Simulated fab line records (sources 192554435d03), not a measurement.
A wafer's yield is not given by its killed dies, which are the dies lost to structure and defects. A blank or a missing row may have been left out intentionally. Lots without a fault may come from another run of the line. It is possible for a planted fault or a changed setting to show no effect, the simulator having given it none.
fab line records	flow n5-finfet
record lots=24	wafers=72	last-day=17
route steps=1938 shown BEOL_M8@1388 BEOL_M9@1402
lots that met no fault: from a run of the same line without faults
start-h: hours from the record's opening day to when the first of the lot's shown wafers began	wait-h: hours from the lot's prior step to this one	" repeats the value in the row above	L1.1+2: a single row standing in for several wafers	- no value, or no start was given	* or withheld: withheld	< > ~ a bound
route shown NAME@n: names a module that has steps shown in the file, with the first one's number in the route	usual: mean/standard deviation taken from wafers without a fault	same: alike in all rows	chamber/n: place in a boat	sites: per-site readings	_std_site: the values' standard deviation	_edge_site: mean of outer sites minus mean of inner sites	radius-mm: how far each site lies from the wafer's centre	mask NAME#n: copy n	behind: the tool/chamber that last shaped the wafer	hold: what put the lot on hold/how long, in hours/how the hold closed	device: the transistor (n, p or np) that didn't switch	end of line: tests run on the same wafers once the route is complete	for a step that has no rows: nothing shown but its recipe	killed: not the wafer's yield, but the dies lost to structure and defects at the first sort	map: per-die view of a wafer (x killed, . not killed, _ where there is no die)
set.NAME: the setting as run; set.NAME@STEP: as run at that earlier step	model.NAME: the simulator's own value behind a step, which no gauge read
one table for each step of the route and one row for each wafer, over a sample of lots
services: the hour from which a tool's chamber was out of use, counted from the record's first day as start-h (under 0 if before that day), plus the number of hours and why
## steps
# step N5_BEOL_M8_PRE_CLEAN_45
# recipe gas=H2/He	time-s=30	temp-c=250
# usual heater-power-w=344/35
lot.wafer	tool	chamber	start-h	wait-h	heater-power-w
L076.2	pvd-sputter-01	-	216.24	0.0	270
L076.5	"	-	"	"	264
L076.6	"	-	"	"	351
L074.2	pvd-sputter-01	-	216.44	0.0	340
L074.4	"	-	"	"	359
L074.5	"	-	"	"	358
L075.3	pvd-sputter-03	-	222.04	0.0	332
L075.5	"	-	"	"	366
L075.6	"	-	"	"	334
L077.2	pvd-sputter-03	-	228.92	0.0	335
L077.4	"	-	"	"	372
L077.6	"	-	"	"	352
L079.2	pvd-sputter-03	-	241.32	0.0	327
L079.3	"	-	"	"	369
L079.4	"	-	"	"	320
L078.3	pvd-sputter-03	-	241.40	0.0	376
L078.4	"	-	"	"	331
L078.6	"	-	"	"	327
L080.2	pvd-sputter-01	-	244.93	0.0	363
L080.4	"	-	"	"	336
L080.6	"	-	"	"	399
L081.1	pvd-sputter-03	-	262.55	0.0	369
L081.4	"	-	"	"	356
L081.6	"	-	"	"	361
L083.3	pvd-sputter-03	-	270.97	0.0	339
L083.4	"	-	"	"	369
L083.5	"	-	"	"	335
L082.2	pvd-sputter-01	-	274.48	0.0	396
L082.5	"	-	"	"	267
L082.6	"	-	"	"	362
L084.2	pvd-sputter-02	-	275.11	0.0	390
L084.4	"	-	"	"	313
L084.6	"	-	"	"	313
L085.1	pvd-sputter-01	-	280.04	0.0	365
L085.2	"	-	"	"	333
L085.6	"	-	"	"	395
L087.1	pvd-sputter-02	-	283.59	0.0	395
L087.5	"	-	"	"	324
L087.6	"	-	"	"	308
L086.2	pvd-sputter-03	-	283.66	0.0	366
L086.3	"	-	"	"	336
L086.6	"	-	"	"	352
L089.2	pvd-sputter-02	-	295.08	0.0	337
L089.4	"	-	"	"	310
L089.5	"	-	"	"	328
L088.1	pvd-sputter-03	-	304.06	0.0	362
L088.2	"	-	"	"	328
L088.3	"	-	"	"	334
L092.2	pvd-sputter-02	-	309.96	0.0	320
L092.3	"	-	"	"	398
L092.4	"	-	"	"	315
L090.2	pvd-sputter-03	-	310.67	0.0	360
L090.3	"	-	"	"	359
L090.6	"	-	"	"	367
L091.2	pvd-sputter-02	-	310.68	0.0	307
L091.3	"	-	"	"	316
L091.6	"	-	"	"	316
L093.1	pvd-sputter-01	-	313.51	0.0	356
L093.2	"	-	"	"	345
L093.5	"	-	"	"	362
L094.1	pvd-sputter-01	-	330.21	0.0	396
L094.5	"	-	"	"	337
L094.6	"	-	"	"	263
L095.1	pvd-sputter-02	-	334.12	0.0	330
L095.3	"	-	"	"	321
L095.4	"	-	"	"	309
L096.1	pvd-sputter-02	-	338.98	0.0	327
L096.3	"	-	"	"	308
L096.4	"	-	"	"	334
L097.2	pvd-sputter-02	-	346.93	0.0	305
L097.4	"	-	"	"	315
L097.5	"	-	"	"	402
# step N5_BEOL_M8_ALD_77
# recipe material=TaN	target-thk-a=20	temp-c=275	ald-precursor-family=PDMAT	ald-co-reactant=NH3	pressure-torr=3	carrier-flow-sccm=1500	pulse-time-s=2	purge-time-s=3	co-reactant-purge-time-s=2	co-reactant-pulse-time-s=3	ald-cycles=40	precursor-vessel-temp-c=75	precursor-vessel-pressure-torr=26.25	precursor-vessel-carrier-sccm=1000
# usual heater-power-w=408/33
# same co-reactant-purge-time-s=2	pulse-time-s=2
lot.wafer	tool	chamber	start-h	wait-h	heater-power-w
L076.2	ald-metal-01	1	216.31	0.1	407
L076.5	"	3	"	"	455
L076.6	"	0	"	"	449
L074.2	ald-metal-02	1	216.50	0.0	362
L074.4	"	0	"	"	389
L074.5	"	3	"	"	349
L075.3	ald-metal-02	3	222.12	0.1	343
L075.5	"	2	"	"	456
L075.6	"	3	"	"	341
L077.2	ald-metal-01	2	228.98	0.0	406
L077.4	"	0	"	"	434
L077.6	"	0	"	"	457
L079.2	ald-metal-01	1	241.38	0.0	409
L079.3	"	3	"	"	450
L079.4	"	2	"	"	412
L078.3	ald-metal-04	2	241.46	0.0	426
L078.4	"	1	"	"	400
L078.6	"	1	"	"	394
L080.2	ald-metal-02	3	244.99	0.0	333
L080.4	"	0	"	"	383
L080.6	"	0	"	"	388
L081.1	ald-metal-01	2	262.67	0.1	409
L081.4	"	3	"	"	448
L081.6	"	3	"	"	451
L083.3	ald-metal-04	0	271.03	0.0	421
L083.4	"	1	"	"	403
L083.5	"	0	"	"	421
L082.2	ald-metal-04	3	274.54	0.0	376
L082.5	"	1	"	"	396
L082.6	"	2	"	"	410
L084.2	ald-metal-04	2	275.17	0.0	421
L084.4	"	1	"	"	413
L084.6	"	2	"	"	421
L085.1	ald-metal-01	1	280.10	0.0	404
L085.2	"	2	"	"	407
L085.6	"	3	"	"	449
L087.1	ald-metal-01	1	283.66	0.1	411
L087.5	"	2	"	"	396
L087.6	"	3	"	"	450
L086.2	ald-metal-02	3	283.72	0.0	340
L086.3	"	0	"	"	393
L086.6	"	1	"	"	358
L089.2	ald-metal-02	3	295.14	0.0	343
L089.4	"	2	"	"	450
L089.5	"	2	"	"	446
L088.1	ald-metal-01	1	304.13	0.0	399
L088.2	"	0	"	"	433
L088.3	"	3	"	"	457
L092.2	ald-metal-04	2	310.05	0.1	409
L092.3	"	0	"	"	429
L092.4	"	1	"	"	396
L090.2	ald-metal-01	3	310.73	0.0	447
L090.3	"	1	"	"	415
L090.6	"	0	"	"	442
L091.2	ald-metal-02	0	310.74	0.0	379
L091.3	"	3	"	"	344
L091.6	"	0	"	"	391
L093.1	ald-metal-04	1	313.58	0.0	399
L093.2	"	0	"	"	423
L093.5	"	1	"	"	397
L094.1	ald-metal-04	3	330.27	0.0	375
L094.5	"	1	"	"	399
L094.6	"	2	"	"	422
L095.1	ald-metal-04	1	334.18	0.0	408
L095.3	"	3	"	"	381
L095.4	"	0	"	"	428
L096.1	ald-metal-04	0	339.04	0.0	435
L096.3	"	3	"	"	368
L096.4	"	2	"	"	422
L097.2	ald-metal-04	3	346.99	0.0	364
L097.4	"	0	"	"	419
L097.5	"	1	"	"	394
# step N5_BEOL_M8_INSPECT_58
# recipe inspect-instrument=darkfield	mode=post-dep
# usual raw-defect-count=72/23
lot.wafer	tool	chamber	start-h	wait-h	raw-defect-count
L076.2	defect-inspect-01	-	218.00	0.0	87
L076.5	"	-	"	"	94
L076.6	"	-	"	"	113
L074.2	defect-inspect-01	-	218.21	0.0	88
L074.4	"	-	"	"	79
L074.5	"	-	"	"	100
L075.3	defect-inspect-02	-	223.88	0.0	55
L075.5	"	-	"	"	98
L075.6	"	-	"	"	84
L077.2	defect-inspect-02	-	233.17	0.0	60
L077.4	"	-	"	"	40
L077.6	"	-	"	"	55
L079.2	defect-inspect-02	-	243.13	0.0	49
L079.3	"	-	"	"	51
L079.4	"	-	"	"	42
L078.3	defect-inspect-02	-	243.74	0.0	45
L078.4	"	-	"	"	65
L078.6	"	-	"	"	51
L080.2	defect-inspect-01	-	246.44	0.0	81
L080.4	"	-	"	"	83
L080.6	"	-	"	"	91
L081.1	defect-inspect-02	-	264.19	0.0	114
L081.4	"	-	"	"	76
L081.6	"	-	"	"	74
L083.3	defect-inspect-01	-	272.55	0.0	117
L083.4	"	-	"	"	69
L083.5	"	-	"	"	53
L082.2	defect-inspect-01	-	276.11	0.0	84
L082.5	"	-	"	"	119
L082.6	"	-	"	"	80
L084.2	defect-inspect-01	-	277.37	0.0	73
L084.4	"	-	"	"	60
L084.6	"	-	"	"	39
L085.1	defect-inspect-02	-	283.17	0.0	100
L085.2	"	-	"	"	82
L085.6	"	-	"	"	78
L086.2	defect-inspect-02	-	287.06	0.0	64
L086.3	"	-	"	"	53
L086.6	"	-	"	"	43
L087.1	defect-inspect-01	-	287.61	0.0	106
L087.5	"	-	"	"	120
L087.6	"	-	"	"	112
L089.2	defect-inspect-01	-	297.06	0.0	82
L089.4	"	-	"	"	55
L089.5	"	-	"	"	66
L088.1	defect-inspect-02	-	306.15	0.0	70
L088.2	"	-	"	"	37
L088.3	"	-	"	"	57
L092.2	defect-inspect-02	-	312.80	0.0	118
L092.3	"	-	"	"	147
L092.4	"	-	"	"	83
L090.2	defect-inspect-01	-	313.26	0.0	55
L090.3	"	-	"	"	50
L090.6	"	-	"	"	38
L091.2	defect-inspect-02	-	313.36	0.0	46
L091.3	"	-	"	"	45
L091.6	"	-	"	"	88
L093.1	defect-inspect-02	-	315.29	0.0	57
L093.2	"	-	"	"	57
L093.5	"	-	"	"	27
L094.1	defect-inspect-02	-	331.97	0.0	42
L094.5	"	-	"	"	55
L094.6	"	-	"	"	72
L095.1	defect-inspect-02	-	335.77	0.0	56
L095.3	"	-	"	"	54
L095.4	"	-	"	"	49
L096.1	defect-inspect-02	-	340.65	0.0	68
L096.3	"	-	"	"	67
L096.4	"	-	"	"	114
L097.2	defect-inspect-01	-	348.49	0.0	64
L097.4	"	-	"	"	66
L097.5	"	-	"	"	90
# step N5_BEOL_M9_CURE_71
# recipe temp-c=385	time-s=240	ambient=He/Ar	material=SiCOH_lowk
# usual lamp-power-pct=52.31/0.054	wafer_temp_C_max=386.8/0.68
lot.wafer	tool	chamber	start-h	wait-h	lamp-power-pct	wafer_temp_C_max
L076.2	uv-cure-01	1	218.23	0.2	52.33	387.0
L076.5	"	1	"	"	52.42	387.1
L076.6	"	1	"	"	52.28	386.9
L074.2	uv-cure-02	2	218.54	0.3	52.24	386.6
L074.4	"	2	"	"	52.26	386.3
L074.5	"	2	"	"	52.35	386.2
L075.3	uv-cure-01	1	224.17	0.2	52.34	388.1
L075.5	"	1	"	"	52.32	387.3
L075.6	"	1	"	"	52.25	387.5
L077.2	uv-cure-03	2	233.37	0.1	52.33	386.2
L077.4	"	2	"	"	52.29	386.2
L077.6	"	2	"	"	52.32	386.6
L079.2	uv-cure-03	1	243.32	0.1	52.33	387.5
L079.3	"	1	"	"	52.34	387.8
L079.4	"	1	"	"	52.31	386.9
L078.3	uv-cure-03	0	244.01	0.2	52.25	386.9
L078.4	"	0	"	"	52.30	386.9
L078.6	"	0	"	"	52.40	387.0
L080.2	uv-cure-03	1	246.64	0.1	52.31	387.5
L080.4	"	1	"	"	52.24	387.1
L080.6	"	1	"	"	52.20	387.5
L081.1	uv-cure-02	0	264.30	0.0	52.28	386.0
L081.4	"	0	"	"	52.30	386.5
L081.6	"	0	"	"	52.36	386.3
L083.3	uv-cure-01	1	272.82	0.2	52.37	387.2
L083.4	"	1	"	"	52.26	387.2
L083.5	"	1	"	"	52.28	387.1
L082.2	uv-cure-03	2	276.31	0.1	52.28	385.9
L082.5	"	2	"	"	52.35	386.1
L082.6	"	2	"	"	52.31	386.0
L084.2	uv-cure-02	0	277.56	0.1	52.36	386.4
L084.4	"	0	"	"	52.28	386.3
L084.6	"	0	"	"	52.36	386.6
L085.1	uv-cure-03	2	283.43	0.2	52.37	386.7
L085.2	"	2	"	"	52.36	385.9
L085.6	"	2	"	"	52.34	386.6
L086.2	uv-cure-02	0	287.25	0.1	52.24	386.1
L086.3	"	0	"	"	52.30	386.2
L086.6	"	0	"	"	52.33	385.7
L087.1	uv-cure-03	0	287.73	0.0	52.39	386.9
L087.5	"	0	"	"	52.36	387.1
L087.6	"	0	"	"	52.34	387.0
L089.2	uv-cure-03	1	297.42	0.3	52.28	387.7
L089.4	"	1	"	"	52.35	387.1
L089.5	"	1	"	"	52.27	387.5
L088.1	uv-cure-02	0	306.28	0.1	52.24	386.6
L088.2	"	0	"	"	52.35	386.1
L088.3	"	0	"	"	52.29	385.7
L092.2	uv-cure-02	1	313.03	0.2	52.37	388.4
L092.3	"	1	"	"	52.34	388.2
L092.4	"	1	"	"	52.27	387.8
L090.2	uv-cure-01	0	313.49	0.2	52.35	386.5
L090.3	"	0	"	"	52.30	386.3
L090.6	"	0	"	"	52.37	386.3
L091.2	uv-cure-02	1	313.55	0.1	52.34	387.5
L091.3	"	1	"	"	52.37	387.7
L091.6	"	1	"	"	52.32	387.5
L093.1	uv-cure-03	0	315.41	0.0	52.32	386.9
L093.2	"	0	"	"	52.25	386.4
L093.5	"	0	"	"	52.33	386.3
L094.1	uv-cure-03	1	332.09	0.0	52.37	387.6
L094.5	"	1	"	"	52.38	387.6
L094.6	"	1	"	"	52.28	387.2
L095.1	uv-cure-02	0	335.88	0.0	52.32	386.1
L095.3	"	0	"	"	52.46	386.3
L095.4	"	0	"	"	52.23	386.6
L096.1	uv-cure-01	0	340.76	0.0	52.27	385.8
L096.3	"	0	"	"	52.44	385.9
L096.4	"	0	"	"	52.35	386.2
L097.2	uv-cure-03	0	348.69	0.1	52.25	386.9
L097.4	"	0	"	"	52.27	386.8
L097.5	"	0	"	"	52.29	386.3
# step N5_BEOL_M9_HM_OPEN_17
# recipe chemistry=Cl2/BCl3	target-depth-a=200	overetch-a=60	target=TiN	mask-material=SOC	ion-energy-ev=150	pressure-mtorr=10	icp-w=1000	bias-w=126	Cl2_flow_sccm=53.25	bcl3-flow-sccm=21.75	Ar_flow_sccm=25
# usual drypump-motor-current-A=6.2/0.43	mfc-ar-sccm=25.01/0.075	oes-product-au=0.67/0.1	throttle-valve-pct=22.04/0.14
lot.wafer	tool	chamber	start-h	wait-h	drypump-motor-current-A	mfc-ar-sccm	oes-product-au	rf-hours-counter-h	throttle-valve-pct
L076.2	rie-metal-02	1	222.47	0.0	6.5	25.09	0.70	33	22.06
L076.5	"	0	"	"	5.9	24.95	0.56	-	22.15
L076.6	"	1	"	"	6.5	25.17	0.69	-	22.07
L074.2	rie-metal-02	1	222.61	0.0	6.5	25.11	0.69	33	22.07
L074.4	"	1	"	"	6.5	24.99	0.69	-	22.06
L074.5	"	0	"	"	5.8	24.93	0.57	-	22.17
L075.3	rie-metal-01	1	225.51	0.1	6.6	25.13	0.83	-	21.89
L075.5	"	1	"	"	6.6	24.97	0.82	-	21.87
L075.6	"	0	"	"	6.3	25.11	0.54	-	22.18
L077.2	rie-metal-01	0	236.57	0.0	6.3	25.14	0.53	121	22.21
L077.4	"	1	"	"	6.6	25.00	0.82	-	21.87
L077.6	"	0	"	"	6.3	25.14	0.53	-	22.21
L079.2	rie-metal-01	1	246.16	0.0	6.6	24.98	0.81	4	21.87
L079.3	"	1	"	"	6.6	24.95	0.82	-	21.87
L079.4	"	0	"	"	6.3	25.10	0.53	-	22.21
L078.3	rie-metal-03	0	246.24	0.1	5.4	25.01	0.61	-	22.20
L078.4	"	1	"	"	6.5	24.92	0.70	-	21.85
L078.6	"	1	"	"	6.5	24.96	0.70	-	21.85
L080.2	rie-metal-01	0	251.32	0.0	6.3	24.96	0.53	122	22.20
L080.4	"	1	"	"	6.6	24.91	0.81	-	21.87
L080.6	"	0	"	"	6.3	25.02	0.53	-	22.20
L081.1	rie-metal-02	1	266.63	0.0	6.5	25.09	0.68	39	22.06
L081.4	"	0	"	"	5.8	25.10	0.56	-	22.17
L081.6	"	1	"	"	6.5	24.98	0.68	-	22.07
L083.3	rie-metal-01	1	275.94	0.1	6.6	24.91	0.78	-	21.91
L083.4	"	1	"	"	6.6	25.07	0.80	-	21.90
L083.5	"	1	"	"	6.6	24.96	0.80	-	21.88
L082.2	rie-metal-02	1	279.47	0.0	6.5	25.10	0.68	40	22.07
L082.5	"	1	"	"	6.5	25.05	0.68	-	22.07
L082.6	"	0	"	"	5.8	24.94	0.55	-	22.16
L084.2	rie-metal-02	0	280.11	0.0	5.9	24.91	0.56	98	22.17
L084.4	"	1	"	"	6.5	24.96	0.67	-	22.08
L084.6	"	1	"	"	6.5	24.95	0.68	-	22.07
L085.1	rie-metal-02	0	285.33	0.0	5.8	24.94	0.55	98	22.19
L085.2	"	1	"	"	6.5	25.11	0.67	41	22.07
L085.6	"	0	"	"	5.8	25.00	0.55	-	22.19
L086.2	rie-metal-01	1	291.67	0.0	6.6	24.97	0.79	9	21.90
L086.3	"	1	"	"	6.6	25.06	0.79	-	21.88
L086.6	"	0	"	"	6.3	25.03	0.86	-	21.99
L087.1	rie-metal-03	0	291.85	0.0	5.4	24.95	0.60	71	22.20
L087.5	"	1	"	"	6.5	25.00	0.68	-	21.86
L087.6	"	0	"	"	5.4	25.01	0.60	-	22.19
L089.2	rie-metal-03	0	299.54	0.0	5.4	25.12	0.60	72	22.21
L089.4	"	0	"	"	5.4	25.00	0.59	-	22.21
L089.5	"	1	"	"	6.5	25.06	0.69	-	21.88
L088.1	rie-metal-01	1	309.94	0.0	6.6	24.86	0.77	11	21.91
L088.2	"	0	"	"	6.2	24.97	0.82	2	22.01
L088.3	"	1	"	"	6.5	24.94	0.77	-	21.89
L092.2	rie-metal-01	1	314.60	0.0	6.6	25.04	0.78	11	21.89
L092.3	"	1	"	"	6.6	24.99	0.78	-	21.89
L092.4	"	0	"	"	6.2	25.01	0.83	-	22.01
L090.2	rie-metal-01	1	315.20	0.0	6.6	25.08	0.77	12	21.88
L090.3	"	1	"	"	6.6	25.14	0.76	-	21.91
L090.6	"	1	"	"	6.5	25.12	0.77	-	21.90
L091.2	rie-metal-03	0	315.28	0.0	5.4	25.00	0.60	74	22.17
L091.3	"	1	"	"	6.6	25.05	0.68	-	21.87
L091.6	"	1	"	"	6.5	24.86	0.68	-	21.86
L093.1	rie-metal-03	1	317.86	0.0	6.5	25.05	0.68	35	21.87
L093.2	"	0	"	"	5.4	24.92	0.60	74	22.19
L093.5	"	1	"	"	6.5	25.05	0.68	-	21.87
L094.1	rie-metal-03	1	335.24	0.0	6.5	25.03	0.67	37	21.87
L094.5	"	1	"	"	6.5	25.04	0.67	-	21.87
L094.6	"	0	"	"	5.4	25.19	0.60	-	22.19
L095.1	rie-metal-03	0	339.85	0.0	5.4	24.88	0.60	76	22.20
L095.3	"	1	"	"	6.5	24.91	0.68	-	21.85
L095.4	"	0	"	"	5.4	24.92	0.59	-	22.20
L096.1	rie-metal-02	1	343.59	0.0	6.5	24.99	0.66	47	22.09
L096.3	"	1	"	"	6.6	25.04	0.66	-	22.08
L096.4	"	0	"	"	5.8	25.06	0.55	-	22.16
L097.2	rie-metal-03	0	351.66	0.0	5.4	25.07	0.59	78	22.19
L097.4	"	0	"	"	5.4	25.06	0.59	-	22.19
L097.5	"	0	"	"	5.4	25.05	0.59	-	22.20
# step N5_BEOL_M9_STRIP_80
# recipe chemistry=N2/H2	time-s=10	power-w=450	temp-c=40	pressure-mtorr=20	rf-frequency-hz=6e+07	bias-power-w=7	n2-flow-sccm=200	h2-flow-sccm=200
# usual bias-power-w=7.000/0.02	drypump-motor-current-A=5.5/0.48	oes-product-au=0.84/0.096	rf-vpp-V=59.3/0.86	showerhead-plenum-p-Torr=2.59/0.09	throttle-valve-pct=23.6/0.43
lot.wafer	tool	chamber	start-h	wait-h	bias-power-w	drypump-motor-current-A	oes-product-au	rf-hours-counter-h	rf-vpp-V	showerhead-plenum-p-Torr	throttle-valve-pct
L074.2	rie-diel-02	2	-	-	7.019	5.5	0.68	228	58.0	2.63	23.9
L074.4	"	3	"	"	7.007	5.9	0.97	-	59.0	2.61	23.9
L074.5	"	2	"	"	7.003	5.5	0.69	-	58.5	2.63	23.9
L076.2	rie-diel-06	0	-	-	7.014	4.8	0.73	211	57.5	2.41	23.7
L076.5	"	0	"	"	7.001	4.8	0.74	-	58.5	2.41	23.7
L076.6	"	2	"	"	6.998	4.7	0.93	-	58.9	2.71	23.9
L075.3	rie-diel-02	3	-	-	6.986	5.9	0.95	8	59.9	2.61	24.0
L075.5	"	2	"	"	6.993	5.5	0.69	-	59.5	2.63	23.9
L075.6	"	3	"	"	6.966	5.9	0.97	-	60.1	2.61	24.0
L077.2	rie-diel-04	3	-	-	6.984	5.8	0.70	225	60.0	2.59	24.0
L077.4	"	3	"	"	7.003	5.8	0.72	-	58.0	2.59	24.0
L077.6	"	2	"	"	6.982	5.3	0.84	-	59.7	2.58	23.6
L078.3	rie-diel-04	2	-	-	7.034	5.2	0.84	58	61.1	2.58	23.6
L078.4	"	1	"	"	6.963	5.3	0.73	178	58.8	2.54	24.0
L078.6	"	3	"	"	7.022	5.8	0.71	-	59.4	2.59	24.1
L079.2	rie-diel-02	3	-	-	6.999	5.9	0.93	17	60.0	2.60	24.0
L079.3	"	2	"	"	7.014	5.5	0.68	239	60.1	2.62	23.9
L079.4	"	0	"	"	6.995	5.8	0.90	39	59.0	2.69	23.5
L080.2	rie-diel-06	2	-	-	6.977	4.7	0.90	16	60.5	2.71	23.9
L080.4	"	0	"	"	6.996	4.8	0.73	220	58.8	2.40	23.8
L080.6	"	0	"	"	6.980	4.8	0.72	-	58.5	2.40	23.7
L081.1	rie-diel-06	0	-	-	7.002	4.8	0.72	224	58.7	2.40	23.8
L081.4	"	3	"	"	6.965	4.8	0.68	240	60.8	2.62	23.9
L081.6	"	1	"	"	7.005	5.8	0.86	-	59.2	2.46	23.2
L083.3	rie-diel-06	0	-	-	7.003	4.8	0.71	227	58.6	2.40	23.8
L083.4	"	2	"	"	7.005	4.7	0.88	24	59.4	2.70	23.9
L083.5	"	1	"	"	6.984	5.8	0.86	-	58.2	2.46	23.1
L084.2	rie-diel-02	1	-	-	6.977	6.0	0.93	8	58.8	2.68	22.5
L084.4	"	0	"	"	7.060	5.8	0.89	49	59.9	2.69	23.5
L084.6	"	1	"	"	7.005	6.0	0.92	-	60.1	2.68	22.5
L082.2	rie-diel-06	2	-	-	7.018	4.7	0.88	26	59.5	2.70	23.9
L082.5	"	2	"	"	7.031	4.6	0.88	-	60.6	2.70	23.9
L082.6	"	1	"	"	7.010	5.8	0.86	-	59.8	2.46	23.2
L085.1	rie-diel-06	1	-	-	6.997	5.8	0.86	52	59.0	2.46	23.2
L085.2	"	0	"	"	7.018	4.8	0.72	230	57.6	2.40	23.8
L085.6	"	1	"	"	7.003	5.8	0.85	-	58.7	2.46	23.2
L086.2	rie-diel-02	1	-	-	6.991	6.0	0.92	13	58.8	2.68	22.5
L086.3	"	0	"	"	6.994	5.8	0.88	53	59.3	2.68	23.6
L086.6	"	0	"	"	7.008	5.8	0.88	-	59.6	2.68	23.5
L087.1	rie-diel-04	2	-	-	6.975	5.2	0.82	70	59.7	2.58	23.6
L087.5	"	3	"	"	6.980	5.9	0.70	-	59.1	2.59	24.1
L087.6	"	0	"	"	6.983	5.5	0.89	-	60.0	2.57	23.2
L089.2	rie-diel-02	0	-	-	7.020	5.8	0.86	57	58.2	2.68	23.6
L089.4	"	3	"	"	6.971	5.9	0.90	35	58.9	2.60	24.0
L089.5	"	2	"	"	7.009	5.5	0.99	-	58.8	2.62	23.6
L088.1	rie-diel-02	1	-	-	6.995	6.0	0.88	20	57.8	2.67	22.5
L088.2	"	0	"	"	7.000	5.9	0.88	60	58.2	2.68	23.6
L088.3	"	2	"	"	6.977	5.5	0.97	6	58.5	2.61	23.6
L092.2	rie-diel-04	1	-	-	6.996	5.3	0.71	198	58.3	2.53	24.0
L092.3	"	2	"	"	6.990	5.2	0.81	78	57.9	2.57	23.7
L092.4	"	0	"	"	7.032	5.6	0.87	63	59.8	2.57	23.2
L090.2	rie-diel-02	1	-	-	6.955	6.0	0.89	22	60.6	2.67	22.5
L090.3	"	0	"	"	6.989	5.8	0.87	62	60.3	2.68	23.6
L090.6	"	3	"	"	6.982	5.9	0.89	-	59.4	2.59	24.0
L091.2	rie-diel-02	1	-	-	7.025	6.0	0.89	22	58.9	2.67	22.5
L091.3	"	2	"	"	6.978	5.5	0.97	8	58.5	2.61	23.6
L091.6	"	3	"	"	6.971	5.9	0.89	-	58.9	2.59	24.0
L093.1	rie-diel-06	2	-	-	6.976	4.7	0.86	38	60.3	2.70	23.9
L093.2	"	3	"	"	6.993	4.8	1.00	2	58.1	2.62	23.4
L093.5	"	3	"	"	7.026	4.8	0.98	-	60.4	2.62	23.4
L094.1	rie-diel-02	3	-	-	6.982	5.9	0.88	47	59.4	2.59	24.0
L094.5	"	0	"	"	6.965	5.8	0.86	-	58.5	2.68	23.6
L094.6	"	3	"	"	6.984	5.9	0.89	-	58.8	2.59	24.0
L095.1	rie-diel-04	0	-	-	7.017	5.6	0.86	74	59.6	2.57	23.2
L095.3	"	3	"	"	7.008	5.9	0.99	2	60.1	2.58	23.6
L095.4	"	1	"	"	7.017	5.4	0.71	209	61.0	2.53	24.1
L096.1	rie-diel-06	1	-	-	7.042	5.8	0.82	73	59.7	2.45	23.2
L096.3	"	0	"	"	6.996	4.8	0.70	252	59.0	2.39	23.8
L096.4	"	1	"	"	7.028	5.8	0.82	-	59.4	2.45	23.2
L097.2	rie-diel-06	1	-	-	7.038	5.8	0.81	76	58.6	2.45	23.2
L097.4	"	2	"	"	7.037	4.7	0.85	-	59.4	2.69	23.9
L097.5	"	3	"	"	6.979	4.8	0.95	-	60.1	2.61	23.4
## services
tool	chamber	start-h	hours	kind
ald-metal-04	1	194.18	6.9	repair
rie-diel-02	1	217.11	-	clean
rie-diel-02	1	217.11	-	consumable-replace:focus-ring
rie-diel-02	1	217.11	-	consumable-replace:showerhead
rie-diel-02	1	217.11	28.9	scheduled-down
rie-diel-02	1	217.11	28.9	vent-cycle
rie-diel-06	1	224.30	2.0	repair
uv-cure-01	-	226.08	0.4	repair
rie-diel-04	0	239.88	1.8	repair
ald-metal-01	2	250.12	10.5	repair
ald-metal-04	-	250.67	0.6	repair
rie-diel-02	1	252.83	7.7	repair
rie-metal-01	0	261.52	7.2	repair
ald-metal-02	-	266.31	6.0	pm
uv-cure-01	-	282.71	22.2	repair
rie-diel-06	2	287.31	3.1	repair
ald-metal-04	3	290.06	1.5	repair
rie-metal-02	-	299.20	2.8	pm
ald-metal-04	-	323.66	0.5	repair
ald-metal-01	-	337.25	14.0	pm
rie-diel-06	3	340.10	5.4	repair
uv-cure-03	-	345.45	1.0	pm
rie-diel-02	3	348.83	14.2	repair
uv-cure-02	-	349.77	2.8	pm
## key
fault none
